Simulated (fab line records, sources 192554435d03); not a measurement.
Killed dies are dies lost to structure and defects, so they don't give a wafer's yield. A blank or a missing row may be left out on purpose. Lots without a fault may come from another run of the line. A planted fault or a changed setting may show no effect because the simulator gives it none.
Which tool did it? | flow n5_finfet | 8 lots, 24 wafers sampled, at 5 steps of a route of 1938

WHAT THE GAUGES READ, wafer by wafer
N5_BEOL_M4_RC_MEAS_101. Usual: DIBL_N 36.4 mV/V, standard deviation 1.4; DIBL_P 36.3 mV/V, standard deviation 1.5; IOFF_N 0.162 nA/um, standard deviation 0.023; IOFF_P 0.211 nA/um, standard deviation 0.027; ION_N 676 uA/um, standard deviation 9.7; ION_P 463 uA/um, standard deviation 6.4; SS_N 71.5 mV/dec, standard deviation 0.5; SS_P 73.3 mV/dec, standard deviation 0.6; VT_N 249.3 mV, standard deviation 2.5; VT_P -249.9 mV, standard deviation 2.8.
lot  | measured     | on        | DIBL_N (mV/V)  | DIBL_P (mV/V)  | IOFF_N (nA/um)    | IOFF_P (nA/um)    | ION_N (uA/um) | ION_P (uA/um) | SS_N (mV/dec)  | SS_P (mV/dec)  | VT_N (mV)         | VT_P (mV)            | flag
L481 | day 8 16:02  | prober-01 | 35.9 39.0 37.4 | 37.0 40.1 38.5 | 0.152 0.200 0.177 | 0.193 0.232 0.216 | 684 688 687   | 469 461 460   | 71.6 72.1 71.7 | 73.0 74.7 73.4 | 251.4 246.1 248.7 | -254.5 -250.3 -253.0 |
L482 | day 9 03:29  | prober-01 | 37.1 35.7 36.9 | 37.2 35.8 37.4 | 0.183 0.159 0.177 | 0.225 0.202 0.217 | 700 688 693   | 469 467 467   | 71.8 71.3 71.5 | 73.9 73.1 74.4 | 247.9 246.8 248.6 | -248.5 -252.4 -251.1 |
L485 | day 10 01:58 | prober-01 | 36.1 35.1 34.5 | 37.9 36.0 35.8 | 0.168 0.144 0.128 | 0.210 0.177 0.178 | 679 674 660   | 464 458 460   | 71.3 71.2 71.1 | 74.0 73.6 73.0 | 247.3 250.4 252.3 | -248.0 -253.1 -252.5 |
L494 | day 11 22:46 | prober-02 | 34.5 36.7 37.1 | 34.5 37.4 37.9 | 0.114 0.153 0.167 | 0.160 0.189 0.222 | 675 671 683   | 458 455 460   | 70.7 71.2 71.2 | 72.1 73.1 73.3 | 257.0 250.9 250.9 | -254.2 -253.6 -250.4 |
L495 | day 12 05:59 | prober-02 | 40.7 37.8 38.3 | 39.0 36.8 36.3 | 0.230 0.179 0.175 | 0.267 0.214 0.209 | 675 682 669   | 460 466 454   | 72.9 71.9 72.8 | 74.4 74.1 73.3 | 247.4 247.4 249.5 | -248.4 -249.9 -248.8 |
L496 | day 13 04:40 | prober-02 | 35.7 36.4 36.1 | 35.6 37.2 36.2 | 0.161 0.173 0.163 | 0.188 0.212 0.193 | 681 675 689   | 458 457 462   | 72.2 71.8 71.4 | 73.8 74.8 73.2 | 249.8 248.5 250.0 | -252.5 -249.4 -252.2 |
L498 | day 13 06:31 | prober-01 | 37.0 37.3 36.8 | 36.4 36.7 36.8 | 0.156 0.175 0.174 | 0.200 0.210 0.204 | 667 675 687   | 459 459 470   | 72.0 71.3 71.8 | 74.1 74.1 74.6 | 250.4 249.3 245.5 | -252.9 -251.6 -251.3 |
L500 | day 13 09:50 | prober-02 | 34.1 37.0 35.6 | 32.7 36.4 35.0 | 0.122 0.164 0.149 | 0.172 0.225 0.198 | 674 673 691   | 465 463 470   | 70.9 71.6 71.2 | 72.6 73.3 73.7 | 252.4 248.5 247.3 | -251.9 -248.6 -248.5 |

WHICH TOOL RAN EACH LOT (tool, then ch and the chambers of the sampled wafers, then the start)
lot  | N5_BEOL_M0_SAQP_MANDREL_ETCH_103 | N5_BEOL_M0_SAQP_SPACER2_ALD_26    | N5_BEOL_M0_SAQP_SPACER2_ETCHBACK_27 | N5_BEOL_M0_SAQP_CUT_ETCH_46
L481 | rie_si-02 ch 1,2, day 6 18:51    | ald_sin-04 ch 0,1,2, day 6 19:42  | rie_diel-01 ch 0,2, day 6 20:22     | rie_diel-05 ch 1,3, day 6 21:12
L482 | rie_si-05 ch 0,1, day 6 23:09    | ald_sin-01 ch 0,2,3, day 7 00:32  | rie_diel-01 ch 0,1,2, day 7 01:05   | rie_diel-01 ch 0,2,3, day 7 01:55
L485 | rie_si-05 ch 0,2,3, day 7 14:28  | ald_sin-04 ch 0,2, day 7 15:41    | rie_diel-03 ch 0,1,2, day 7 16:14   | rie_diel-05 ch 0,1,2, day 7 16:56
L494 | rie_si-02 ch 1,2, day 9 22:02    | ald_sin-02 ch 2,3, day 9 22:52    | rie_diel-05 ch 2,3, day 9 23:28     | rie_diel-01 ch 0,1,2, day 10 00:18
L495 | rie_si-02 ch 1,2,3, day 10 05:22 | ald_sin-04 ch 1,3, day 10 06:19   | rie_diel-05 ch 0,1,2, day 10 06:54  | rie_diel-05 ch 0,1,3, day 10 07:37
L496 | rie_si-05 ch 0,1, day 10 19:32   | ald_sin-04 ch 0,1, day 10 20:22   | rie_diel-05 ch 1,2,3, day 10 20:55  | rie_diel-05 ch 1,3, day 10 21:38
L498 | rie_si-02 ch 0,1,2, day 10 23:37 | ald_sin-02 ch 0,1,3, day 11 00:47 | rie_diel-03 ch 0,1,2, day 11 01:20  | rie_diel-03 ch 0,1,2, day 11 02:10
L500 | rie_si-05 ch 0,1,3, day 11 10:18 | ald_sin-01 ch 0,3, day 11 11:20   | rie_diel-03 ch 0,1, day 11 11:54    | rie_diel-01 ch 0,1, day 11 12:39
- N5_BEOL_M0_SAQP_MANDREL_ETCH_103: etches a-Si in HBr/Cl2, stops on SiCN, target depth 45 nm, bt time 10 s, time 27 s.
- N5_BEOL_M0_SAQP_SPACER2_ALD_26: deposits SiO2, target thk 15 nm, pulse time 1 s, purge time 2 s.
- N5_BEOL_M0_SAQP_SPACER2_ETCHBACK_27: etches SiO2 in CHF3/O2, target depth 22.5 nm, time 11.25 s.
- N5_BEOL_M0_SAQP_CUT_ETCH_46: etches SOC in N2/H2, target depth 135 nm, overetch 27 nm, time 202.5 s.

WHAT THE TOOLS THEMSELVES READ (means of the sampled wafers that have a number; where no wafer has one, the mark that the record gives instead)
N5_BEOL_M0_SAQP_MANDREL_ETCH_103. Usual: HBr_flow_sccm 150.1 sccm, standard deviation 0.38; chamber_pressure_mTorr 10.000 mTorr, standard deviation 0.0085; drypump_motor_current_A 5.6 A, standard deviation 0.45; oes_product_au 0.676 a.u., standard deviation 0.01; rf_fwd_power_W 794.7 W, standard deviation 2.7; throttle_valve_pct 35.5 %, standard deviation 0.36.
lot  | tool      | HBr_flow_sccm (sccm) | chamber_pressure_mTorr (mTorr) | drypump_motor_current_A (A) | oes_product_au (a.u.) | rf_fwd_power_W (W) | throttle_valve_pct (%) | flag
L481 | rie_si-02 | 150.1                | 10.007                         | 5.3                         | 0.682                 | 796.2              | 35.8                   |
L482 | rie_si-05 | 150.0                | 9.989                          | 5.9                         | 0.685                 | 794.7              | 35.6                   |
L485 | rie_si-05 | 149.9                | 10.010                         | 5.3                         | 0.672                 | 794.7              | 35.7                   |
L494 | rie_si-02 | 149.7                | 10.006                         | 5.3                         | 0.684                 | 792.6              | 35.8                   |
L495 | rie_si-02 | 150.1                | 9.997                          | 5.5                         | 0.679                 | 794.5              | 35.6                   |
L496 | rie_si-05 | 150.0                | 9.992                          | 5.8                         | 0.684                 | 793.6              | 35.4                   |
L498 | rie_si-02 | 150.1                | 9.993                          | 5.5                         | 0.679                 | 795.3              | 35.5                   |
L500 | rie_si-05 | 150.2                | 10.002                         | 5.7                         | 0.678                 | 796.4              | 35.7                   |

N5_BEOL_M0_SAQP_SPACER2_ALD_26. Usual: heater_power_w 476 W, standard deviation 47; precursor_pulse_height_rel 1.001, standard deviation 0.018.
lot  | tool       | heater_power_w (W) | precursor_pulse_height_rel | flag
L481 | ald_sin-04 | 494                | 1.004                      |
L482 | ald_sin-01 | 493                | 0.994                      |
L485 | ald_sin-04 | 482                | 0.995                      |
L494 | ald_sin-02 | 434                | 1.002                      |
L495 | ald_sin-04 | 524                | 1.012                      |
L496 | ald_sin-04 | 469                | 1.016                      |
L498 | ald_sin-02 | 437                | 1.006                      |
L500 | ald_sin-01 | 505                | 0.995                      |

N5_BEOL_M0_SAQP_SPACER2_ETCHBACK_27. Usual: chamber_pressure_mTorr 30.000 mTorr, standard deviation 0.026; drypump_motor_current_A 5.8 A, standard deviation 0.4; oes_product_au 0.80 a.u., standard deviation 0.072; rf_vpp_V 523 V, standard deviation 4.6; showerhead_plenum_p_Torr 2.42 Torr, standard deviation 0.052; throttle_valve_pct 18.87 %, standard deviation 0.27.
lot  | tool        | chamber_pressure_mTorr (mTorr) | drypump_motor_current_A (A) | oes_product_au (a.u.) | rf_vpp_V (V) | showerhead_plenum_p_Torr (Torr) | throttle_valve_pct (%) | flag
L481 | rie_diel-01 | 29.987                         | 5.7                         | 0.85                  | 526          | 2.38                            | 18.65                  |
L482 | rie_diel-01 | 29.982                         | 5.7                         | 0.84                  | 528          | 2.41                            | 18.75                  |
L485 | rie_diel-03 | 29.998                         | 6.0                         | 0.76                  | 525          | 2.42                            | 18.77                  |
L494 | rie_diel-05 | 30.006                         | 5.3                         | 0.79                  | 516          | 2.41                            | 19.06                  |
L495 | rie_diel-05 | 30.001                         | 5.6                         | 0.80                  | 518          | 2.42                            | 18.94                  |
L496 | rie_diel-05 | 29.989                         | 5.5                         | 0.80                  | 519          | 2.42                            | 18.99                  |
L498 | rie_diel-03 | 30.004                         | 5.9                         | 0.75                  | 525          | 2.41                            | 18.81                  |
L500 | rie_diel-03 | 29.985                         | 6.2                         | 0.76                  | 524          | 2.38                            | 18.73                  |

N5_BEOL_M0_SAQP_CUT_ETCH_46. Usual: chamber_pressure_mTorr 29.994 mTorr, standard deviation 0.026; drypump_motor_current_A 5.7 A, standard deviation 0.38; rf_fwd_power_W 837.3 W, standard deviation 2.7; rf_vpp_V 524.0 V, standard deviation 1.6; showerhead_plenum_p_Torr 2.55 Torr, standard deviation 0.05; throttle_valve_pct 17.8 %, standard deviation 0.33.
lot  | tool        | chamber_pressure_mTorr (mTorr) | drypump_motor_current_A (A) | rf_fwd_power_W (W) | rf_vpp_V (V) | showerhead_plenum_p_Torr (Torr) | throttle_valve_pct (%) | flag
L481 | rie_diel-05 | 29.982                         | 5.9                         | 838.2              | 524.0        | 2.55                            | 18.1                   |
L482 | rie_diel-01 | 29.988                         | 5.5                         | 838.6              | 524.7        | 2.55                            | 17.7                   |
L485 | rie_diel-05 | 29.986                         | 5.6                         | 837.0              | 523.8        | 2.55                            | 17.8                   |
L494 | rie_diel-01 | 29.980                         | 5.7                         | 836.9              | 523.4        | 2.53                            | 17.7                   |
L495 | rie_diel-05 | 29.999                         | 5.8                         | 904.7              | 511.1        | 2.52                            | 18.1                   | OFF
L496 | rie_diel-05 | 29.999                         | 5.7                         | 905.1              | 511.8        | 2.53                            | 18.2                   | OFF
L498 | rie_diel-03 | 29.996                         | 5.9                         | 838.8              | 523.3        | 2.54                            | 17.8                   |
L500 | rie_diel-01 | 30.016                         | 5.7                         | 834.9              | 523.9        | 2.56                            | 17.8                   |

THE ANSWER, worked out from the rows above alone
Rule: a lot is off if the mean of its wafers that have a number lies more than 3 standard deviations from the usual mean. A lot without any number at a reading at which 4 lots or more have one is off too. The other lots that the step has rows for count as sound. The gauges are gone through in route order, then the tools' own readings, and for those a lot's mean is taken as printed above. The first step at which some lot is off is used, and at that step the reading that is off furthest; a lot without a number counts as furthest.
Off: L495, L496, at N5_BEOL_M0_SAQP_CUT_ETCH_46 (rf_fwd_power_W).
A tool fits if, at that step or a process step before it, it ran every lot that is off, and no sound lot after the first of them. Can't be told from this: 2 tools fit, ald_sin-04 at N5_BEOL_M0_SAQP_SPACER2_ALD_26, rie_diel-05 at N5_BEOL_M0_SAQP_SPACER2_ETCHBACK_27 and N5_BEOL_M0_SAQP_CUT_ETCH_46.

WHAT THE SIMULATOR HAD PUT IN
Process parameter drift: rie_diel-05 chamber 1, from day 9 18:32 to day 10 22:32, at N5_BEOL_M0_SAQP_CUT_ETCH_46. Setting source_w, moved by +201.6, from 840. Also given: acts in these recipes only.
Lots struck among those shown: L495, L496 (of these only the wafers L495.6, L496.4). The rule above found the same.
